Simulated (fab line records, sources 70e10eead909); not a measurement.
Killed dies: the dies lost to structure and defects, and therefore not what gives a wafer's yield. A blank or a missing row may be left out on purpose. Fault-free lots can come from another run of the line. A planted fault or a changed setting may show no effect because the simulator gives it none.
The same fault as seen by 2 desks	flow nandHarc	each desk has only its own numbers; what lay behind them comes last

== METROLOGY DESK ==
Means of the sampled wafers that have a number, per lot and without regard to the tool the lot ran on: this is what the gauges read. If a lot's mean is further than 4 standard deviations from the usual mean, the lot is out of limits and carries the mark OUT (the distance appears in the brackets).
Columns: A = thkNm at NHARC_A_ONON_D2_THK_MEAS_34, usual 199.2 nm; B = cdNm at NHARC_A_CHANNEL_HOLE_D2_CD_MEAS_10, usual 100.0 nm; C = cdNm at NHARC_A_CHANNEL_HOLE_D2_CD_MEAS_18, usual 99.6 nm; D = cdNm at NHARC_A_CHANNEL_HOLE_D2_CD_MEAS_31, usual 89.7 nm
lot	first seen here	A	B	C	D
L817	day 12 08:01	197.5	100.1	98.7	89.9
L820	day 12 22:35	201.9	100.1	98.0	89.2
L819	day 13 03:40	199.2	100.4	99.2	89.0
L821	day 14 03:24	197.0	100.0	98.3	89.5
L823	day 14 08:34	197.7	99.9	99.5	90.6
L824	day 15 04:51	200.1	100.9	99.3	91.1
L825	day 15 05:01	200.3	99.4	98.7	88.2
L826	day 15 19:13	196.6	100.0	98.9	89.9
L829	day 16 13:20	200.8	74.4 (-63) OUT	73.0 (-18) OUT	64.4 (-28) OUT
L830	day 17 00:50	199.4	79.9 (-49) OUT	79.1 (-14) OUT	70.2 (-22) OUT
L836	day 19 15:51	197.6	100.0	101.4	89.6
L838	day 20 18:32	197.9	99.8	98.6	91.0
L839	day 21 01:29	197.6	100.4	101.5	88.8
L840	day 21 09:12	196.1	99.8	102.6	89.4
Finding of this desk: L829, L830 out of limits; the first was L829 at day 16 16:42, on cdNm at NHARC_A_CHANNEL_HOLE_D2_CD_MEAS_10. Within limits: L817, L820, L819, L821, L823, L824, L825, L826, L836, L838, L839, L840.

== TOOL OWNER'S DESK, arfiScanner-01 ==
The tool's own readings at NHARC_A_CHANNEL_HOLE_D2_EXPOSE_07 (exposes mask HOLE D2, target cd 100 nm): means of the sampled wafers that have a number, for each lot that ran on this tool. If a lot's mean is further than 4 standard deviations from the usual mean, the lot is out of limits and carries the mark OUT (the distance appears in the brackets).
Columns: A = exposureDoseMJCm2 at NHARC_A_CHANNEL_HOLE_D2_EXPOSE_07, usual 60.0
lot	first seen here	A
L817	day 12 13:27	60.6
L820	day 13 02:47	60.6
L819	day 13 06:11	60.6
L825	day 15 10:45	60.7
L826	day 16 03:19	60.7
L829	day 16 16:34	35.9 (-50) OUT
L830	day 17 03:41	40.9 (-40) OUT
Finding of this desk: L829, L830 out of limits; the first was L829 at day 16 16:34, on exposureDoseMJCm2 at NHARC_A_CHANNEL_HOLE_D2_EXPOSE_07. Within limits: L817, L820, L819, L825, L826.

== TAKEN TOGETHER ==
The tool owner's desk could have raised an alarm at day 16 16:34, on L829, L830.
On L829, L830, the metrology desk was in a position to raise an alarm at day 16 16:42.
On arfiScanner-01, each named lot ran NHARC_A_CHANNEL_HOLE_D2_EXPOSE_07.

== WHAT THE SIMULATOR HAD PUT IN ==
Drift in process parameters on arfiScanner-01 at NHARC_A_CHANNEL_HOLE_D2_EXPOSE_07, starting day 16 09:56. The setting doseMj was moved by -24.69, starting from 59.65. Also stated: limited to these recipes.
Lots struck among those shown: L829, L830.
Fault start to first reading out of limits, in hours, per desk: tool owner, 7; metrology, 7.
